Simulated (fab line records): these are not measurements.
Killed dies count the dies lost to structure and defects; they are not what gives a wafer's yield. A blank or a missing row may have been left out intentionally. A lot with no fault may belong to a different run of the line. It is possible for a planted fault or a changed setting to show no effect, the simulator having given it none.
fab line records	flow n5_finfet
record lots=8	wafers=24	last_day=18
route steps=1938 shown BEOL_M0@736 BEOL_M1@753 BEOL_M4@1111 PASSIVATION@1936
lots with no fault: from the same line, run without faults
start_h: the number of hours between the record's first day and the start of the first shown wafer of the lot	wait_h: hours elapsed since this lot's preceding step	" the same as in the row above	L1.1+2: a row that stands for several wafers	- no value present, or no start provided	* or withheld: withheld	< > ~ a bound
route shown NAME@n: names a module that has steps shown in the file, with the first one's number in the route	usual: mean/standard deviation taken from wafers without a fault	same: alike in all rows	chamber/n: place in a boat	sites: readings site by site	_std_site: standard deviation of those values	_edge_site: outer sites' mean less inner sites'	radius_mm: for every site, how far away it sits from the centre of the wafer	mask NAME#n: copy n	behind: the tool/chamber that last shaped the wafer	hold: why the lot was held/for how many hours/how that ended	device: which transistor (n, p or np) failed to switch	end of line: tests run on the same wafers once the route is complete	a step with no rows: only its recipe	killed: the dies lost at the first sort to structure and to defects; this is not the yield of the wafer	map: dies across one wafer; x = killed, . = not, _ = none there
set.NAME: the setting the step ran with; set.NAME@STEP: the setting that earlier step ran with	model.NAME: the simulator's own value behind a step, which no gauge read
steps of the route over a sample of lots; a table a step, a row a wafer
services: the hour from which a tool's chamber was out of use, counted from the record's first day as start_h (under 0 if before that day), plus the number of hours and why
## steps
# step N5_BEOL_M0_SPUTTER_132
# recipe material=Cu	target_thk_a=40	temp_c=-20	chamber_pressure_pa=0.07	power_w=withheld	time_s=7.37
# usual chuck_sensor_temp_C=-16.0/0.41	throttle_valve_pct=30.0/0.98
lot.wafer	tool	chamber	start_h	wait_h	chuck_sensor_temp_C	throttle_valve_pct
L481.3	pvd_sputter-01	-	137.82	0.0	-16.0	28.5
L481.4	"	-	"	"	-16.3	28.5
L481.5	"	-	"	"	-16.0	28.9
L482.1	pvd_sputter-02	-	142.41	0.0	-16.6	30.0
L482.2	"	-	"	"	-15.6	29.8
L482.4	"	-	"	"	-15.1	30.1
L483.1	pvd_sputter-01	-	148.97	0.0	-16.0	28.8
L483.3	"	-	"	"	-16.5	28.6
L483.4	"	-	"	"	-16.5	30.0
L484.1	pvd_sputter-01	-	157.11	0.0	-15.7	30.5
L484.2	"	-	"	"	-16.3	28.4
L484.5	"	-	"	"	-16.1	28.6
L486.1	pvd_sputter-01	-	166.02	0.0	-15.9	28.9
L486.4	"	-	"	"	-16.3	28.5
L486.5	"	-	"	"	-16.5	28.3
L488.3	pvd_sputter-03	-	181.24	0.0	-15.6	30.8
L488.4	"	-	"	"	-16.5	31.8
L488.6	"	-	"	"	-16.5	31.6
L490.1	pvd_sputter-03	-	192.73	0.0	-16.3	31.6
L490.2	"	-	"	"	-15.7	30.8
L490.6	"	-	"	"	-16.4	31.8
L500.1	pvd_sputter-03	-	252.12	0.0	-16.0	30.2
L500.2	"	-	"	"	-15.5	28.9
L500.4	"	-	"	"	-16.5	31.7
# step N5_BEOL_M0_SPUTTER_134
# recipe material=Cu	target_thk_a=40	temp_c=-20	chamber_pressure_pa=0.07	power_w=withheld	time_s=7.37
# usual chuck_sensor_temp_C=-16.0/0.41	throttle_valve_pct=30.0/0.97
lot.wafer	tool	chamber	start_h	wait_h	chuck_sensor_temp_C	throttle_valve_pct
L481.3	pvd_sputter-01	-	137.94	0.0	-15.9	28.9
L481.4	"	-	"	"	-16.4	28.9
L481.5	"	-	"	"	-15.9	28.7
L482.1	pvd_sputter-02	-	142.53	0.0	-16.6	29.9
L482.2	"	-	"	"	-15.8	29.6
L482.4	"	-	"	"	-15.4	30.1
L483.1	pvd_sputter-01	-	149.09	0.0	-15.9	28.9
L483.3	"	-	"	"	-16.6	28.6
L483.4	"	-	"	"	-16.5	29.9
L484.1	pvd_sputter-01	-	157.23	0.0	-15.6	30.6
L484.2	"	-	"	"	-16.5	28.5
L484.5	"	-	"	"	-16.4	28.6
L486.1	pvd_sputter-01	-	166.14	0.0	-16.1	29.0
L486.4	"	-	"	"	-16.3	28.7
L486.5	"	-	"	"	-16.4	28.6
L488.3	pvd_sputter-03	-	181.36	0.0	-15.5	30.8
L488.4	"	-	"	"	-16.3	31.9
L488.6	"	-	"	"	-16.4	31.7
L490.1	pvd_sputter-03	-	192.85	0.0	-16.5	31.7
L490.2	"	-	"	"	-15.9	30.9
L490.6	"	-	"	"	-16.5	31.5
L500.1	pvd_sputter-03	-	252.24	0.0	-16.0	30.2
L500.2	"	-	"	"	-15.5	29.1
L500.4	"	-	"	"	-16.4	31.8
# step N5_BEOL_M0_CMP_120
# recipe stop_on=SiOC	t_overpolish_s=6.9	down_force_psi=1	platen_rpm=50	clearing_platen_down_force_psi=1.5	clearing_platen_rpm=50	post_cmp_clean=cu_alkaline	clearing_platen_pad_velocity_m_s=0.99484	pad_velocity_m_s=0.99484
# usual barrier_field_endpoint_s=3.67/0.15	clearing_platen_down_force_psi=1.500/0.0033	clearing_platen_rpm=49.999/0.026	motor_current_A=6.2/0.67	overpolish_run_s=6.899/0.0083	time_to_endpoint_s=62/4.6
# same t_overpolish_s=6.9
lot.wafer	tool	chamber	start_h	wait_h	barrier_field_endpoint_s	clearing_platen_down_force_psi	clearing_platen_rpm	motor_current_A	overpolish_run_s	time_to_endpoint_s
L481.4	cmp-04	2	139.02	0.6	3.76	1.498	50.004	7.1	6.910	64
L481.3	"	0	"	"	3.97	1.500	50.016	6.6	6.909	66
L481.5	"	2	"	"	3.62	1.501	49.997	7.0	6.897	64
L482.4	cmp-01	3	143.49	0.5	3.85	1.501	50.018	6.3	6.908	55
L482.1	"	0	"	"	3.71	1.499	50.003	5.7	6.912	50
L482.2	"	1	"	"	3.91	1.503	50.021	6.3	6.894	54
L483.4	cmp-04	3	150.24	0.1	3.61	1.496	50.044	7.7	6.901	64
L483.3	"	0	"	"	3.85	1.498	49.992	6.3	6.905	67
L483.1	"	1	"	"	3.62	1.503	49.992	5.2	6.902	59
L484.1	cmp-04	3	157.92	0.3	3.80	1.500	49.971	7.8	6.899	64
L484.2	"	0	"	"	3.80	1.503	50.011	6.0	6.904	68
L484.5	"	1	"	"	3.65	1.498	50.009	5.1	6.892	58
L486.1	cmp-03	2	166.83	0.3	3.58	1.500	50.000	5.7	6.901	61
L486.4	"	3	"	"	3.92	1.499	49.993	6.1	6.903	60
L486.5	"	1	"	"	3.62	1.498	50.003	6.3	6.907	58
L488.3	cmp-01	2	182.01	0.2	3.85	1.498	49.969	5.9	6.912	66
L488.4	"	3	"	"	3.99	1.497	50.016	6.3	6.895	66
L488.6	"	1	"	"	3.70	1.500	50.012	6.5	6.890	62
L490.1	cmp-01	0	193.50	0.3	3.45	1.502	50.085	5.7	6.899	58
L490.2	"	2	"	"	3.77	1.498	49.906	5.7	6.898	65
L490.6	"	0	"	"	3.56	1.502	50.013	5.6	6.918	57
L500.4	cmp-04	3	252.86	0.1	3.76	1.498	50.029	7.3	6.912	68
L500.1	"	1	"	"	3.63	1.502	50.019	5.1	6.903	62
L500.2	"	2	"	"	3.80	1.504	49.998	7.0	6.892	67
# step N5_BEOL_M0_INSPECT_127
# recipe inspect_instrument=darkfield	mode=post_dep
# usual raw_defect_count=66/20
lot.wafer	tool	chamber	start_h	wait_h	raw_defect_count
L481.3	defect_inspect-02	-	139.83	0.0	46
L481.4	"	-	"	"	44
L481.5	"	-	"	"	82
L482.1	defect_inspect-02	-	144.35	0.0	124
L482.2	"	-	"	"	74
L482.4	"	-	"	"	46
L483.1	defect_inspect-02	-	151.10	0.0	51
L483.3	"	-	"	"	48
L483.4	"	-	"	"	80
L484.1	defect_inspect-02	-	158.43	0.0	77
L484.2	"	-	"	"	91
L484.5	"	-	"	"	51
L486.1	defect_inspect-02	-	167.42	0.0	78
L486.4	"	-	"	"	62
L486.5	"	-	"	"	59
L488.3	defect_inspect-02	-	182.59	0.0	33
L488.4	"	-	"	"	48
L488.6	"	-	"	"	45
L490.1	defect_inspect-02	-	194.04	0.0	72
L490.2	"	-	"	"	511
L490.6	"	-	"	"	87
L500.1	defect_inspect-01	-	253.44	0.0	101
L500.2	"	-	"	"	77
L500.4	"	-	"	"	75
# step N5_BEOL_M1_PECVD_72
# recipe material=SiO2	target_thk_a=160	temp_c=400	precursor=TEOS/O2	pressure_torr=5.5	rf_w=450	teos_flow_sccm=53.8	gas=O2	flow_sccm=3000	time_s=18
# usual heater_power_w=770/77	rf_fwd_power_W=443.5/2.2	showerhead_plenum_p_Torr=8.77/0.068	throttle_valve_pct=21.9/0.98
lot.wafer	tool	chamber	start_h	wait_h	heater_power_w	rf_fwd_power_W	showerhead_plenum_p_Torr	throttle_valve_pct
L481.3	pecvd-03	2	139.97	0.0	702	444.3	8.72	22.6
L481.4	"	1	"	"	732	440.0	8.82	22.7
L481.5	"	0	"	"	683	443.0	8.79	22.1
L482.1	pecvd-03	1	144.49	0.0	678	439.2	8.83	22.6
L482.2	"	2	"	"	707	441.8	8.72	22.4
L482.4	"	1	"	"	676	440.1	8.80	22.9
L483.1	pecvd-03	1	151.24	0.0	762	440.9	8.80	23.0
L483.3	"	2	"	"	709	443.3	8.72	22.4
L483.4	"	2	"	"	702	443.1	8.73	22.4
L484.1	pecvd-02	2	158.57	0.0	811	444.6	8.77	21.7
L484.2	"	0	"	"	686	443.8	8.89	22.4
L484.5	"	2	"	"	805	446.3	8.76	21.9
L486.1	pecvd-04	0	167.58	0.0	919	442.7	8.79	21.2
L486.4	"	2	"	"	760	444.2	8.67	19.9
L486.5	"	2	"	"	761	445.1	8.67	20.5
L488.3	pecvd-03	1	182.73	0.0	804	440.7	8.82	22.5
L488.4	"	1	"	"	821	439.8	8.80	22.6
L488.6	"	2	"	"	713	442.1	8.72	22.5
L490.1	pecvd-02	0	194.18	0.0	768	447.1	8.92	22.7
L490.2	"	1	"	"	845	439.9	8.76	23.2
L490.6	"	1	"	"	840	440.5	8.77	23.4
L500.1	pecvd-04	2	253.58	0.0	760	443.9	8.69	20.5
L500.2	"	0	"	"	879	441.4	8.81	21.3
L500.4	"	1	"	"	772	449.4	8.72	21.8
# step N5_BEOL_M1_INSPECT_13
# recipe mode=adi	inspect_instrument=brightfield
# usual raw_defect_count=406/100
lot.wafer	tool	chamber	start_h	wait_h	raw_defect_count
L481.3	defect_inspect-01	-	141.90	0.0	279
L481.4	"	-	"	"	403
L481.5	"	-	"	"	518
L482.1	defect_inspect-02	-	147.36	0.1	711
L482.2	"	-	"	"	521
L482.4	"	-	"	"	454
L483.1	defect_inspect-02	-	153.61	0.1	399
L483.3	"	-	"	"	489
L483.4	"	-	"	"	550
L484.1	defect_inspect-02	-	159.97	0.1	362
L484.2	"	-	"	"	469
L484.5	"	-	"	"	371
L486.1	defect_inspect-02	-	169.54	0.1	370
L486.4	"	-	"	"	420
L486.5	"	-	"	"	638
L488.3	defect_inspect-02	-	185.51	0.0	307
L488.4	"	-	"	"	289
L488.6	"	-	"	"	332
L490.1	defect_inspect-02	-	195.31	0.1	448
L490.2	"	-	"	"	966
L490.6	"	-	"	"	508
L500.1	defect_inspect-01	-	255.78	0.1	452
L500.2	"	-	"	"	331
L500.4	"	-	"	"	438
# step N5_BEOL_M1_INSPECT_30
# recipe mode=adi	inspect_instrument=brightfield
# usual raw_defect_count=415/110
lot.wafer	tool	chamber	start_h	wait_h	raw_defect_count
L481.3	defect_inspect-01	-	142.77	0.0	276
L481.4	"	-	"	"	430
L481.5	"	-	"	"	540
L482.1	defect_inspect-01	-	148.24	0.1	697
L482.2	"	-	"	"	463
L482.4	"	-	"	"	421
L483.1	defect_inspect-02	-	154.76	0.1	427
L483.3	"	-	"	"	510
L483.4	"	-	"	"	535
L484.1	defect_inspect-02	-	161.24	0.3	365
L484.2	"	-	"	"	445
L484.5	"	-	"	"	395
L486.1	defect_inspect-02	-	170.54	0.1	358
L486.4	"	-	"	"	394
L486.5	"	-	"	"	626
L488.3	defect_inspect-02	-	186.39	0.1	298
L488.4	"	-	"	"	270
L488.6	"	-	"	"	336
L490.1	defect_inspect-02	-	196.30	0.1	457
L490.2	"	-	"	"	987
L490.6	"	-	"	"	526
L500.1	defect_inspect-01	-	256.83	0.1	403
L500.2	"	-	"	"	352
L500.4	"	-	"	"	446
# step N5_BEOL_M4_RC_MEAS_101
# usual DIBL_N=37.0/2.3	DIBL_P=37.3/2.8	IOFF_N=0.17/0.046	IOFF_P=0.23/0.054	ION_N=675/14	ION_P=460/9.3	SS_N=71.7/0.73	SS_P=73.6/0.95	VT_N=249/3.9	VT_P=-250/3.9
lot.wafer	tool	chamber	start_h	wait_h	DIBL_N[mV/V]	DIBL_P[mV/V]	IOFF_N[nA/um]	IOFF_P[nA/um]	ION_N[uA/um]	ION_P[uA/um]	SS_N[mV/dec]	SS_P[mV/dec]	VT_N[mV]	VT_P[mV]
L481.3	prober-02	0	190.91	0.3	37.5	37.8	0.18	0.19	682	454	72.0	73.1	248	-252
L481.4	"	0	"	"	36.0	36.8	0.16	0.18	676	453	71.0	73.5	249	-254
L481.5	"	0	"	"	41.5	43.3	0.27	0.28	694	461	73.1	75.4	244	-246
L482.1	prober-01	0	193.90	0.0	36.7	38.7	0.17	0.26	681	475	70.8	74.1	248	-247
L482.2	"	0	"	"	36.7	36.8	0.16	0.21	671	459	71.5	72.5	251	-251
L482.4	"	0	"	"	36.5	38.3	0.16	0.25	679	473	71.2	73.6	251	-247
L484.1	prober-02	0	200.18	0.0	35.3	36.6	0.15	0.19	670	458	71.4	73.1	253	-255
L484.2	"	0	"	"	38.5	39.5	0.22	0.25	703	474	72.1	73.8	245	-251
L484.5	"	0	"	"	39.3	40.8	0.23	0.27	706	471	72.3	74.8	248	-249
L483.1	prober-01	0	201.22	0.0	36.5	38.2	0.19	0.25	691	469	72.1	73.1	246	-247
L483.3	"	0	"	"	34.8	36.0	0.14	0.21	653	455	71.9	71.4	251	-248
L483.4	"	0	"	"	40.1	43.2	0.28	0.37	701	483	72.7	74.5	242	-242
L486.1	prober-01	0	221.92	0.0	38.9	41.4	0.20	0.29	679	467	71.3	74.8	248	-246
L486.4	"	0	"	"	37.5	38.2	0.16	0.23	682	470	72.1	74.1	249	-250
L486.5	"	0	"	"	38.8	40.7	0.21	0.28	691	474	72.2	74.7	248	-246
L488.3	prober-01	0	225.68	0.3	34.9	32.9	0.14	0.19	681	474	71.4	73.1	250	-248
L488.4	"	0	"	"	34.1	32.0	0.11	0.18	654	455	71.5	72.2	257	-250
L488.6	"	0	"	"	34.6	33.9	0.12	0.20	669	466	71.9	72.5	254	-250
L490.1	prober-02	0	248.20	0.0	32.2	32.4	0.11	0.18	655	460	70.1	72.2	256	-253
L490.2	"	0	"	"	39.6	41.7	0.26	0.34	701	478	71.5	75.0	240	-244
L490.6	"	0	"	"	37.6	38.2	0.19	0.26	678	465	72.0	73.4	247	-245
L500.1	prober-02	0	319.71	0.0	37.7	38.9	0.19	0.28	670	460	72.9	73.9	249	-247
L500.2	"	0	"	"	40.0	40.9	0.24	0.30	696	474	73.1	74.6	244	-245
L500.4	"	0	"	"	35.8	37.0	0.15	0.23	677	471	71.6	73.2	250	-248
# step N5_PASSIVATION_PROBE_49
# usual defect_limited_yield=91.5/1.3	killed_at_M0_to_M3=36/10	killed_at_M4_up=13/4.7	killed_at_contacts=13/6.7	killed_at_front_end=37/9.7	killed_at_other=2.6/2.3	killed_dies=101/15	killed_on_rim=14/4.3	killed_open=67/12	killed_short=32/6.7	sort_bin_4_leakage=0.0/0.31	sort_bin_5_function=5.0/0.89	sort_bin_6_memory=3.2/0.63	sort_bin_8_speed=0.01/0.03	sort_n_pass=1079/16	sort_yield_pct=91.4/1.4
# same gross_dies=1180	killed_at_back_side=0
lot.wafer	tool	chamber	start_h	wait_h	defect_limited_yield[%]	killed_at_M0_to_M3	killed_at_M4_up	killed_at_contacts	killed_at_front_end	killed_at_other	killed_dies	killed_on_rim	killed_open	killed_short	sort_bin_4_leakage[%]	sort_bin_5_function[%]	sort_bin_6_memory[%]	sort_bin_8_speed[%]	sort_n_pass	sort_yield_pct[%]
L484.1	prober-02	-	309.42	0.0	91.1	26	12	22	45	0	105	14	80	24	0	5.0	3.5	0	1075	91.1
L484.2	prober-02	-	309.47	0.1	90.9	35	10	10	45	7	107	15	64	42	0	4.7	4.2	0	1073	90.9
L484.5	prober-02	-	309.62	0.2	89.7	43	22	12	43	1	121	15	81	39	0	6.0	3.8	0	1059	89.7
L490.1	prober-01	-	364.05	0.0	91.2	34	11	14	41	4	104	19	77	26	0	4.6	3.9	0	1076	91.2
L490.2	prober-01	-	364.10	0.1	64.8	358	18	6	32	1	415	62	50	27	0	22.1	11.1	0	765	64.8
L490.6	prober-01	-	364.30	0.3	92.5	27	8	13	38	3	89	9	57	31	0	4.2	3.3	0	1091	92.5
# killed by level:class
L484.1 MOL_CONTACT_COAG:geometric_particle:open=18 FIN_SAQP:geometric_particle:open=14 BEOL_M1:geometric_particle:open=8 BEOL_M2:geometric_particle:open=7 DUMMY_GATE:geometric_particle:open=5 BEOL_M3:geometric_particle:open=5 FIN_SAQP:geometric_particle:short=4 MOL_CONTACT_COAG:geometric_particle:short=4
L484.2 FIN_SAQP:geometric_particle:open=15 FIN_SAQP:geometric_particle:short=12 BEOL_M0_SAQP:geometric_particle:short=9 MOL_CONTACT_COAG:geometric_particle:open=8 BEOL_M0_SAQP:geometric_particle:open=7 BEOL_M1:geometric_particle:open=6 BEOL_M3:geometric_particle:open=6 STI_FIN_REVEAL:geometric_particle:open=5
L484.5 FIN_SAQP:geometric_particle:open=14 BEOL_M0_SAQP:geometric_particle:open=11 MOL_CONTACT_COAG:geometric_particle:open=9 BEOL_M0_SAQP:geometric_particle:short=9 BEOL_M3:geometric_particle:open=9 BEOL_M4:geometric_particle:open=8 BEOL_M2:geometric_particle:open=6 BEOL_M4:geometric_particle:short=6
L490.1 MOL_CONTACT_COAG:geometric_particle:open=14 BEOL_M1:geometric_particle:open=9 STI_FIN_REVEAL:geometric_particle:open=8 FIN_SAQP:geometric_particle:open=7 BEOL_M0_SAQP:geometric_particle:open=7 BEOL_M3:geometric_particle:open=7 FIN_SAQP:geometric_particle:short=6 GATE_CUT:geometric_particle:short=6
L490.2 BEOL_M0:unspecified=337 BEOL_M4:geometric_particle:open=13 BEOL_M0_SAQP:geometric_particle:short=7 MOL_CONTACT_COAG:geometric_particle:open=6 STI_FIN_REVEAL:geometric_particle:open=6 BEOL_M0_SAQP:geometric_particle:open=6 STARTING-WAFER:geometric_particle:short=5 BEOL_M1:geometric_particle:open=4
L490.6 MOL_CONTACT_COAG:geometric_particle:open=11 BEOL_M0_SAQP:geometric_particle:short=10 FIN_SAQP:geometric_particle:open=8 FIN_SAQP:geometric_particle:short=7 STI_FIN_REVEAL:geometric_particle:open=7 BEOL_M0_SAQP:geometric_particle:open=7 BEOL_M1:geometric_particle:open=5 GATE_CUT:geometric_particle:open=4
## services
tool	chamber	start_h	hours	kind
pecvd-04	2	114.14	6.6	repair
pecvd-03	-	117.39	2.8	pm
pecvd-04	1	117.86	6.8	repair
cmp-01	-	132.40	5.5	pm
cmp-04	-	140.01	3.1	pm
pvd_sputter-03	-	155.67	1.6	repair
pecvd-03	-	157.33	1.4	repair
pecvd-03	0	162.20	-	calibration
pecvd-03	2	162.86	5.5	scheduled_down
pecvd-04	1	166.93	6.9	repair
pecvd-04	0	168.48	16.4	repair
pvd_sputter-01	-	176.49	2.6	repair
cmp-04	-	184.81	5.6	repair
cmp-03	-	190.45	4.0	pm
pecvd-04	2	195.91	3.0	repair
cmp-01	-	198.85	1.9	repair
pecvd-04	-	201.22	6.0	pm
pecvd-03	2	202.43	-	clean
pecvd-03	2	202.43	-	consumable_replace:showerhead
pecvd-04	-	207.59	1.6	repair
cmp-04	-	225.15	0.9	repair
pvd_sputter-01	-	234.69	2.1	repair
pecvd-03	1	235.50	1.9	repair
cmp-03	-	238.69	5.3	pm
## key
first_sign step=N5_BEOL_M0_INSPECT_127	reading=raw_defect_count	direction=up	sigmas=22	usual=66	struck=511
effect step=N5_BEOL_M1_INSPECT_13	reading=raw_defect_count	direction=up	sigmas=5.4	usual=406	struck=966
effect step=N5_BEOL_M1_INSPECT_30	reading=raw_defect_count	direction=up	sigmas=5.2	usual=415	struck=987
effect step=N5_PASSIVATION_PROBE_49	reading=killed_at_M0_to_M3	direction=up	sigmas=31	usual=36	struck=358
more_kills_born_at N5_BEOL_M0_CMP_120@cmp-01=337
met_at N5_BEOL_M0_CMP_120
struck_lots L490
struck_wafers L490.2
not_acting_at N5_BEOL_M0_SPUTTER_132,N5_BEOL_M0_SPUTTER_134,N5_BEOL_M1_PECVD_72
onset_between 182.01 193.50
fault kind=chamber_particle_source	tool=cmp-01	chamber=2	onset_h=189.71	steps=N5_BEOL_M0_CMP_120	rate_per_visit_cm2=0.6495	end_h=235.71
